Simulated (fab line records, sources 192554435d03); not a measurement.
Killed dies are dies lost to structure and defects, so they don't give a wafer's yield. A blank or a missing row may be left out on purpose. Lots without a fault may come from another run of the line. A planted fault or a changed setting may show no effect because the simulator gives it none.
fab line records | flow n5_finfet
record lots=7 wafers=39
route steps=1938 shown FIN_SAQP@125 SDB@347 HKMG_FIN@386 MOL_CONTACT_COAG@624
start_h: hours from the record's first day to the start of the lot's first wafer shown | wait_h: hours since the lot's step before | " the same as in the row above | L1.1+2: a row that stands for several wafers | - no value, or no start given | * or withheld: withheld | < > ~ a bound
route shown NAME@n: a module of which the file shows steps, and the number in the route of the first | usual: mean/standard deviation of fault-free wafers | same: alike in all rows | chamber/n: place in a boat | sites: the reading at each site | _std_site: their standard deviation | _edge_site: outer sites' mean less inner sites' | radius_mm: how far each site lies from the wafer's centre | mask NAME#n: copy n | behind: the tool/chamber that last shaped the wafer | hold: why the lot was held/for how many hours/how that ended | device: the transistor (n, p or np) that didn't switch | end of line: the same wafers' tests at the end of the route | a step without rows: its recipe alone | killed: dies lost to structure and defects at the first sort, not the wafer's yield | map: a wafer's dies, x killed, . not, _ none there
set.NAME: the setting as run; set.NAME@STEP: as run at that earlier step | model.NAME: the simulator's own value behind a step, which no gauge read
lots whose settings were changed on purpose; a table a step, a row a wafer
## steps
# step N5_FIN_SAQP_SPACER1_ALD_24
# recipe material=SiO2 target_thk_a=203 temp_c=300 ald_precursor_family=BDEAS ald_co_reactant=O2-plasma pulse_time_s=1 purge_time_s=2 co_reactant_purge_time_s=2 ald_cycles=218 pressure_torr=2
# columns lot.wafer tool chamber start_h wait_h set.ald_cycles model.SiO2_of_FIN_SAQP_SPACER1_ALD_24.thk_nm
L074.1+4 ald_sin-02 1,3 23.81 0.3 218 20.4
L074.2 " 0 " " 218 20.2
L074.3+6 " 2,0 " " 284 26.4
L074.5 " 3 " " 284 26.6
L075.1+3+4 ald_sin-04 0,3,1 30.18 0.3 218 20.2
L075.2+6 " 2,3 " " 166 15.4
L075.5 " 2 " " 166 15.6
L078.1+2+3+4+5+6 ald_sin-01 0,2,1,3,2,3 50.15 2.8 218 20.4
L083.1 ald_sin-01 2 77.67 0.3 218 20.4
L083.2+4+6 " 3,1,2 " " 102 9.6
L083.3 " 0 " " 218 20.2
L083.5 " 1 " " 218 20.6
L088.1+2 ald_sin-01 0,1 107.51 0.3 218 20.2
L088.3+6 " 3,0 " " 168 15.6
L088.4 " 2 " " 218 20.4
L088.5 " 1 " " 168 15.8
L089.2 ald_sin-02 2 114.67 0.3 218 20.2
L089.4+5 " 1 " " 218 20.4
L093.1+3 ald_sin-04 3,1 140.17 0.8 218 20.4
L093.2+4+5 " 2,0,3 " " 169 15.8
L093.6 " 0 " " 218 20.2
# step N5_FIN_SAQP_SPACER1_ETCHBACK_25
# recipe chemistry=CHF3/O2 mode=anisotropic_etchback target=SiO2 target_depth_a=244 time_s=12.2 pressure_mtorr=30 source_w=650 bias_w=170 Ar_flow_sccm=200 CHF3_flow_sccm=50 O2_flow_sccm=5 ion_energy_ev=200
# step N5_FIN_SAQP_MANDREL1_REMOVE_56
# recipe chemistry=HBr/Cl2/O2 bt_time_s=10 target=a-Si stop_on=SiNx endpoint=OES-SiCl over_etch_frac=1 icp_w=600 bias_w=22 HBr_flow_sccm=150 Cl2_flow_sccm=80 O2_flow_sccm=5 pressure_mtorr=10
# columns lot.wafer tool chamber start_h wait_h set.ald_cycles@FIN_SAQP_SPACER1_ALD_24 model.FIN_SAQP.cd_nm
L074.1+2+4 rie_si-04 0,2,1 24.62 0.1 218 20.4
L074.3+6 " 3,0 " " 284 26.4
L074.5 " 3 " " 284 26.6
L075.1+3 rie_si-01 1,0 30.98 0.1 218 20.2
L075.2+6 " 3,1 " " 166 15.4
L075.4 " 2 " " 218 20.4
L075.5 " 0 " " 166 15.6
L078.1 rie_si-06 1 51.15 0.1 218 20.2
L078.2+3+4+5+6 " 0,3,2,3,0 " " 218 20.4
L083.1+5 rie_si-01 1,0 78.56 0.1 218 20.6
L083.2+6 " 0,1 " " 102 9.6
L083.3 " 3 " " 218 20.4
L083.4 " 2 " " 102 9.8
L088.1 rie_si-04 1 108.32 0.1 218 20.2
L088.2+4 " 3,2 " " 218 20.4
L088.3+5 " 0 " " 168 15.8
L088.6 " 1 " " 168 15.4
L089.2 rie_si-06 0 115.48 0.1 218 20
L089.4+5 " 3,1 " " 218 20.4
L093.1+3 rie_si-06 1,3 141.11 0.1 218 20.4
L093.2+5 " 0,2 " " 169 15.8
L093.4 " 2 " " 169 15.6
L093.6 " 1 " " 218 20.2
# step N5_FIN_SAQP_CD_MEAS_27
# recipe target_cd_nm=20 landing_energy_ev=1000 detector=se_inlens polarity=line
# usual cd_nm=20.33/0.2
# columns lot.wafer tool chamber start_h wait_h set.ald_cycles@FIN_SAQP_SPACER1_ALD_24 cd_nm
L074.1 cd_sem-03 0 24.74 0.1 218 20.75
L074.2 " 0 " " 218 20.49
L074.3 " 0 " " 284 26.20
L074.4 " 0 " " 218 20.17
L074.5 " 0 " " 284 26.52
L074.6 " 0 " " 284 26.71
L075.1 cd_sem-03 0 31.09 0.1 218 20.35
L075.2 " 0 " " 166 15.46
L075.3 " 0 " " 218 20.16
L075.4 " 0 " " 218 20.49
L075.5 " 0 " " 166 15.55
L075.6 " 0 " " 166 15.36
L078.1 cd_sem-03 0 51.26 0.1 218 20.36
L078.2 " 0 " " 218 20.34
L078.3 " 0 " " 218 20.41
L078.4 " 0 " " 218 20.26
L078.5 " 0 " " 218 20.30
L078.6 " 0 " " 218 20.28
L083.1 cd_sem-01 0 78.67 0.1 218 20.48
L083.2 " 0 " " 102 9.78
L083.3 " 0 " " 218 20.60
L083.4 " 0 " " 102 9.77
L083.5 " 0 " " 218 20.58
L083.6 " 0 " " 102 9.36
L088.1 cd_sem-02 0 108.43 0.1 218 20.08
L088.2 " 0 " " 218 20.27
L088.3 " 0 " " 168 15.60
L088.4 " 0 " " 218 20.27
L088.5 " 0 " " 168 15.63
L088.6 " 0 " " 168 15.64
L089.2 cd_sem-03 0 115.59 0.1 218 19.99
L089.4 " 0 " " 218 20.46
L089.5 " 0 " " 218 20.37
L093.1 cd_sem-01 0 141.22 0.1 218 20.24
L093.2 " 0 " " 169 15.60
L093.3 " 0 " " 218 20.33
L093.4 " 0 " " 169 15.80
L093.5 " 0 " " 169 15.87
L093.6 " 0 " " 218 19.95
# step N5_SDB_HM_DEP_00
# recipe material=SiNx target_thk_a=400 temp_c=400 precursor=SiH4/NH3/N2 pressure_torr=1.5 rf_w=300 time_s=35.3
# columns lot.wafer tool chamber start_h wait_h set.time_s model.SiNx_of_SDB_HM_DEP_00.thk_nm
L074.1 pecvd-02 0 70.05 0.0 27.57 31.2
L074.2 " 1 " " 35.3 40.4
L074.3 " 2 " " 27.57 31.6
L074.4 " 1 " " 35.3 41.2
L074.5 " 2 " " 27.57 31.8
L074.6 " 0 " " 35.3 40.6
L075.1 pecvd-01 2 77.16 0.0 35.3 39
L075.2 " 1 " " 35.3 39.8
L075.3 " 0 " " 35.3 39.6
L075.4 " 1 " " 35.3 41
L075.5 " 2 " " 35.3 40
L075.6 " 0 " " 35.3 40.2
L078.1+2 pecvd-04 0,1 96.71 0.0 50.64 56.6
L078.3 " 2 " " 35.3 39.6
L078.4 " 1 " " 50.64 57.4
L078.5 " 0 " " 35.3 40.2
L078.6 " 2 " " 35.3 40.4
L083.1 pecvd-04 2 120.05 0.0 21.28 23.6
L083.2 " 0 " " 35.3 39.8
L083.3 " 1 " " 35.3 39.2
L083.4 " 0 " " 21.28 24.6
L083.5 " 2 " " 35.3 40.6
L083.6 " 1 " " 21.28 24.2
L088.1 pecvd-04 2 148.62 0.0 35.3 39.8
L088.2 " 0 " " 47.27 53.2
L088.3 " 1 " " 47.27 53.6
L088.4 " 1 " " 47.27 54.2
L088.5 " 2 " " 35.3 40.6
L088.6 " 0 " " 35.3 41
L089.2 pecvd-01 2 158.58 0.0 35.3 40.6
L089.4 " 2 " " 35.3 41
L089.5 " 0 " " 35.3 40.4
L093.1 pecvd-02 1 182.64 0.0 51.53 58
L093.2 " 2 " " 35.3 39.2
L093.3 " 1 " " 51.53 58.2
L093.4 " 2 " " 51.53 58.6
L093.5 " 2 " " 35.3 40.2
L093.6 " 1 " " 35.3 40
# step N5_SDB_COAT_03
# recipe resist=SOC temp_c=250 time_s=60 spin_rpm=1500 resist_thk_nm=100
# step N5_SDB_COAT_04
# recipe resist=SiARC temp_c=220 time_s=60 spin_rpm=1500 resist_thk_nm=18
# step N5_SDB_STRIP_19
# recipe chemistry=N2/H2 temp_c=40 n2_flow_sccm=200 h2_flow_sccm=200 rf_frequency_hz=6e+07
# step N5_SDB_STRIP_21
# recipe chemistry=CF4 resist=SiARC power_w=300 bias_power_w=75 pressure_mtorr=50 cf4_flow_sccm=150 rf_frequency_hz=6e+07
# step N5_SDB_HM_OPEN_20
# recipe chemistry=CH3F/O2 target=SiNx mask_material=SOC target_depth_a=240 stop_on=poly-Si over_etch_frac=0.4 ion_energy_ev=120 pressure_mtorr=30 source_w=395 bias_w=73 Ar_flow_sccm=150 CH3F_flow_sccm=30 O2_flow_sccm=20
# usual oes_product_au=0.62/0.053
# columns lot.wafer tool chamber start_h wait_h set.time_s@SDB_HM_DEP_00 oes_product_au model.etch.depth_nm
L074.1 rie_diel-05 2 70.94 0.0 27.57 0.47 15.21
L074.2 " 3 " " 35.3 0.62 24.47
L074.3 " 0 " " 27.57 0.53 15.53
L074.4 " 1 " " 35.3 0.58 25.18
L074.5 " 2 " " 27.57 0.48 15.87
L074.6 " 3 " " 35.3 0.63 24.64
L075.1 rie_diel-01 1 77.93 0.0 35.3 0.60 22.98
L075.2 " 2 " " 35.3 0.58 23.86
L075.3 " 3 " " 35.3 0.61 23.6
L075.4 " 0 " " 35.3 0.71 25.08
L075.5 " 3 " " 35.3 0.61 23.95
L075.6 " 0 " " 35.3 0.69 24.14
L078.1 rie_diel-06 1 97.59 0.0 50.64 0.74 34.05
L078.2 " 3 " " 50.64 0.81 33.48
L078.3 " 2 " " 35.3 0.58 23.68
L078.4 " 0 " " 50.64 0.79 32.76
L078.5 " 3 " " 35.3 0.67 24.22
L078.6 " 2 " " 35.3 0.60 24.47
L083.1 rie_diel-01 2 120.82 0.0 21.28 0.36 7.682
L083.2 " 1 " " 35.3 0.61 23.88
L083.3 " 3 " " 35.3 0.59 23.12
L083.4 " 0 " " 21.28 0.44 8.609
L083.5 " 0 " " 35.3 0.68 24.61
L083.6 " 1 " " 21.28 0.39 8.23
L088.1 rie_diel-01 2 149.26 0.0 35.3 0.56 23.86
L088.2 " 1 " " 47.27 0.71 32.31
L088.3 " 0 " " 47.27 0.80 33.3
L088.4 " 3 " " 47.27 0.73 33.25
L088.5 " 0 " " 35.3 0.68 24.66
L088.6 " 3 " " 35.3 0.60 24.96
L089.2 rie_diel-05 3 159.37 0.0 35.3 0.61 24.53
L089.4 " 2 " " 35.3 0.58 25.06
L089.5 " 2 " " 35.3 0.58 24.36
L093.1 rie_diel-01 0 183.43 0.0 51.53 0.79 33.03
L093.2 " 3 " " 35.3 0.58 23.27
L093.3 " 1 " " 51.53 0.70 32.2
L093.4 " 2 " " 51.53 0.68 33.34
L093.5 " 3 " " 35.3 0.59 24.2
L093.6 " 2 " " 35.3 0.57 24
# step N5_HKMG_FIN_HK_ALD_01
# recipe material=HfO2 target_thk_a=16 temp_c=withheld ald_precursor_family=HfCl4 ald_co_reactant=H2O pulse_time_s=3 purge_time_s=3 co_reactant_purge_time_s=2.5 co_reactant_pulse_time_s=0.3 ald_cycles=30
# columns lot.wafer tool chamber start_h wait_h set.ald_cycles model.HfO2_of_HKMG_FIN_HK_ALD_01.thk_nm
L074.1+4+6 ald_hk-01 1,0,2 75.26 0.1 22 1.2
L074.2+3+5 " 3,2,3 " " 30 1.6
L075.1+5+6 ald_hk-03 2,1,2 82.13 0.0 15 0.8
L075.2+3+4 " 3,1,0 " " 30 1.6
L078.1+2+6 ald_hk-03 2,1,0 102.17 0.0 30 1.6
L078.3+4+5 " 0,3,1 " " 17 1
L083.1+3+6 ald_hk-02 2,1,1 125.24 0.0 30 1.6
L083.2+4+5 " 3,0,2 " " 23 1.2
L088.1+2+3+4+5+6 ald_hk-03 2,1,0,3,0,3 153.87 0.0 30 1.6
L089.2+4+5 ald_hk-01 1,2,1 164.01 0.0 30 1.6
L093.1+2+3+4+5+6 ald_hk-02 3,0,2,1,2,1 187.90 0.0 30 1.6
# step N5_HKMG_FIN_HK_ANNEAL_02
# recipe temp_c=700 time_s=30 ambient=N2 idle_temp_c=600 ramp_up_c_per_s=150 ramp_down_c_per_s=60 cool_to_c=600
# step N5_HKMG_FIN_ALD_74
# recipe material=La2O3 target_thk_a=5 temp_c=250 ald_precursor_family=La-Cp ald_co_reactant=O3 pulse_time_s=6 co_reactant_pulse_time_s=1 purge_time_s=3 co_reactant_purge_time_s=3
# step N5_HKMG_FIN_WET_ETCH_82
# recipe chemistry=dHCl mix=1:10000 temp_c=25 target=La2O3 stop_on=HfO2 target_depth_nm=2 dry=ipa_marangoni rinse_time_s=30 rinse_temp_c=23
# step N5_HKMG_FIN_ALD_36
# recipe material=TiN target_thk_a=10 temp_c=400 ald_precursor_family=TiCl4 ald_co_reactant=NH3 pulse_time_s=1 purge_time_s=3 co_reactant_purge_time_s=2 co_reactant_pulse_time_s=2 ald_cycles=47 pressure_torr=3
# step N5_HKMG_FIN_THK_MEAS_70
# recipe thk_meas_gauge=xrf reads=HfO2_of_HKMG_FIN_HK_ALD_01
# usual HK_THK=1.606/0.022
# columns lot.wafer tool chamber start_h wait_h set.ald_cycles@HKMG_FIN_HK_ALD_01 HK_THK[nm]
L074.1 film_metro-01 - 78.86 0.2 22 1.178
L074.2 " - " " 30 1.613
L074.3 " - " " 30 1.603
L074.4 " - " " 22 1.181
L074.5 " - " " 30 1.600
L074.6 " - " " 22 1.181
L075.1 film_metro-01 - 86.41 0.2 15 0.842
L075.2 " - " " 30 1.636
L075.3 " - " " 30 1.623
L075.4 " - " " 30 1.609
L075.5 " - " " 15 0.820
L075.6 " - " " 15 0.828
L078.1 film_metro-02 - 106.06 0.2 30 1.632
L078.2 " - " " 30 1.661
L078.3 " - " " 17 0.920
L078.4 " - " " 17 0.928
L078.5 " - " " 17 0.955
L078.6 " - " " 30 1.594
L083.1 film_metro-01 - 129.34 0.2 30 1.582
L083.2 " - " " 23 1.227
L083.3 " - " " 30 1.597
L083.4 " - " " 23 1.236
L083.5 " - " " 23 1.222
L083.6 " - " " 30 1.606
L088.1 film_metro-02 - 157.93 0.2 30 1.631
L088.2 " - " " 30 1.599
L088.3 " - " " 30 1.586
L088.4 " - " " 30 1.587
L088.5 " - " " 30 1.582
L088.6 " - " " 30 1.592
L089.2 film_metro-01 - 167.58 0.2 30 1.574
L089.4 " - " " 30 1.599
L089.5 " - " " 30 1.603
L093.1 film_metro-02 - 191.37 0.2 30 1.647
L093.2 " - " " 30 1.599
L093.3 " - " " 30 1.622
L093.4 " - " " 30 1.589
L093.5 " - " " 30 1.616
L093.6 " - " " 30 1.615
# step N5_MOL_CONTACT_COAG_CVD_140
# recipe material=W target_thk_a=665 mode=selective_fill temp_c=300 time_s=215
# columns lot.wafer tool chamber start_h wait_h set.target_thk_a model.W_of_MOL_CONTACT_COAG_CVD_140.thk_nm
L074.1 cvd_w-01 0 105.60 0.1 488.1 49.6
L074.2 " 1 " " 665 66.6
L074.3 " 0 " " 488.1 49.2
L074.4 " 1 " " 665 66
L074.5 " 1 " " 665 66.2
L074.6 " 0 " " 488.1 49.8
L075.1 cvd_w-02 1 114.40 0.1 665 67
L075.2 " 0 " " 665 66.2
L075.3 " 1 " " 1052 105.8
L075.4 " 0 " " 1052 104.4
L075.5 " 1 " " 1052 105
L075.6 " 0 " " 665 66
L078.1+3+4 cvd_w-02 0,0,1 135.19 0.1 665 67.2
L078.2+5 " 1,0 " " 552.3 56.8
L078.6 " 1 " " 552.3 56.2
L083.1 cvd_w-02 0 153.74 0.1 665 66
L083.2 " 1 " " 665 67
L083.3 " 1 " " 283.3 28.2
L083.4 " 0 " " 283.3 28
L083.5 " 0 " " 283.3 27.8
L083.6 " 1 " " 665 66.8
L088.1 cvd_w-01 1 182.22 0.1 665 66
L088.2 " 0 " " 665 67.8
L088.3 " 0 " " 665 66.8
L088.4+6 " 1 " " 665 66.4
L088.5 " 0 " " 665 67
L089.2 cvd_w-01 0 194.91 0.1 665 67
L089.4 " 0 " " 665 67.6
L089.5 " 1 " " 665 66.6
L093.1 cvd_w-02 1 218.39 0.1 418 42.2
L093.2 " 0 " " 418 42.6
L093.3+5 " 0 " " 665 66.8
L093.4 " 1 " " 418 43
L093.6 " 1 " " 665 67.6
# step N5_MOL_CONTACT_COAG_PRECLEAN_127
# recipe chemistry=DIW time_s=57.5 temp_c=23
# step N5_MOL_CONTACT_COAG_SRD_128
# recipe dry_time_s=32 dry=n2_spin spin_rpm=1500
# step N5_MOL_CONTACT_COAG_CMP_52
# recipe stop_on=SiO2 t_overpolish_s=1.5 post_cmp_clean=w_dilute_nh4oh down_force_psi=4 platen_rpm=50.289 pad_velocity_m_s=1.0006 target_thk_nm=66.5
# columns lot.wafer tool chamber start_h wait_h set.target_thk_a@MOL_CONTACT_COAG_CVD_140 model.W_of_MOL_CONTACT_COAG_CVD_140.thk_nm
L074.4 cmp-02 1 105.92 0.0 665 66
L074.2 " 2 " " 665 66.6
L074.1 " 3 " " 488.1 49.6
L074.3 " 0 " " 488.1 49.2
L074.6 " 1 " " 488.1 49.8
L074.5 " 2 " " 665 66.2
L075.4 cmp-03 1 114.73 0.0 1052 65.8
L075.2 " 2 " " 665 66.2
L075.1 " 3 " " 665 67
L075.3 " 0 " " 1052 65.2
L075.6 " 1 " " 665 66
L075.5 " 2 " " 1052 65.6
L078.1+3+4 cmp-03 0,1,2 135.51 0.0 665 67.2
L078.2+5 " 3,1 " " 552.3 56.8
L078.6 " 0 " " 552.3 56.2
L083.1 cmp-03 1 154.06 0.0 665 66
L083.4 " 2 " " 283.3 28
L083.2 " 3 " " 665 67
L083.3 " 0 " " 283.3 28.2
L083.5 " 1 " " 283.3 27.8
L083.6 " 2 " " 665 66.8
L088.2 cmp-03 1 182.54 0.0 665 67.6
L088.3 " 2 " " 665 66.8
L088.1 " 3 " " 665 66
L088.4+6 " 0,2 " " 665 66.4
L088.5 " 1 " " 665 67
L089.2 cmp-02 0 195.24 0.0 665 67
L089.4 " 2 " " 665 66.2
L089.5 " 0 " " 665 66.6
L093.3+5 cmp-01 1,2 218.78 0.1 665 66.8
L093.4 " 2 " " 418 43
L093.1 " 3 " " 418 42.2
L093.2 " 0 " " 418 42.6
L093.6 " 1 " " 665 66
## key
split step=N5_FIN_SAQP_SPACER1_ALD_24 setting=ald_cycles stated=218 by=wafer
response step=N5_FIN_SAQP_SPACER1_ALD_24 reading=model.SiO2_of_FIN_SAQP_SPACER1_ALD_24.thk_nm change=+0.202 per=1% r=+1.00
response step=N5_FIN_SAQP_MANDREL1_REMOVE_56 reading=model.FIN_SAQP.cd_nm change=+0.203 per=1% r=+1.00
response step=N5_FIN_SAQP_CD_MEAS_27 reading=cd_nm change=+0.203 per=1% r=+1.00
split step=N5_SDB_HM_DEP_00 setting=time_s stated=35.3 by=wafer
response step=N5_SDB_HM_DEP_00 reading=model.SiNx_of_SDB_HM_DEP_00.thk_nm change=+0.396 per=1% r=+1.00
response step=N5_SDB_HM_OPEN_20 reading=oes_product_au change=+0.00417 per=1% r=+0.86
response step=N5_SDB_HM_OPEN_20 reading=model.etch.depth_nm change=+0.268 per=1% r=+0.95
split step=N5_HKMG_FIN_HK_ALD_01 setting=ald_cycles stated=30 by=wafer
response step=N5_HKMG_FIN_HK_ALD_01 reading=model.HfO2_of_HKMG_FIN_HK_ALD_01.thk_nm change=+0.0153 per=1% r=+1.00
response step=N5_HKMG_FIN_THK_MEAS_70 reading=HK_THK change=+0.0159 per=1% r=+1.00
split step=N5_MOL_CONTACT_COAG_CVD_140 setting=target_thk_a stated=665 by=wafer
response step=N5_MOL_CONTACT_COAG_CVD_140 reading=model.W_of_MOL_CONTACT_COAG_CVD_140.thk_nm change=+0.662 per=1% r=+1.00
response step=N5_MOL_CONTACT_COAG_CMP_52 reading=model.W_of_MOL_CONTACT_COAG_CVD_140.thk_nm shape=bent at_lowest=28 at_stated=66.62 at_highest=65.53
